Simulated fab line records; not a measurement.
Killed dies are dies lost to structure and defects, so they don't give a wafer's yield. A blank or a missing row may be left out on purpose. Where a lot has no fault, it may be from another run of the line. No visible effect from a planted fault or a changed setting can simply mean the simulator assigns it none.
Matching of chambers    flow nandHarc    NHARC_A_ONON_D1_DEP_33 on pecvd-02: 3 sister chambers
The step deposits SiO2, target thk 200 nm. 6 wafers are shown with their chamber, then 7 later ones without.

## EACH WAFER AND ITS CHAMBER
wafer   chamber  showerheadVppV (V)  heaterPowerOuterW (W)
L712.2  0        1810                167
L712.4  0        1814                182
L714.2  1        1840                388
L714.5  1        1811                398
L715.1  2        1986                395
L715.3  2        1991                416

## WAFERS WITH NO CHAMBER GIVEN
wafer   showerheadVppV (V)  heaterPowerOuterW (W)
L715.6  1981                427
L717.1  1807                327
L717.4  1831                341
L717.5  1779                157
L718.1  2009                476
L718.3  1812                227
L718.6  1844                386

## EACH ONE'S CHAMBER
wafer   from the rows above  in truth
L715.6  2                    2
L717.1  1                    1
L717.4  1                    1
L717.5  0                    0
L718.1  2                    2
L718.3  0                    0
L718.6  1                    1
7 of 7 placed correctly. Can't be placed from these rows: 0. Wrongly placed: 0.
How it was worked out, from the rows above alone: a wafer's distance from a chamber is the root of the sum, over the readings, of the square of ((its reading less the chamber's mean) divided by the reading's scatter). The wafer belongs to the nearest chamber; if the next one is less than 2 further off, it can't be placed. Each chamber's mean is taken over the wafers shown for it. The scatter: take each reading less its chamber's mean, square it, sum over the shown wafers, divide by the number of wafers less the number of chambers, and take the root.
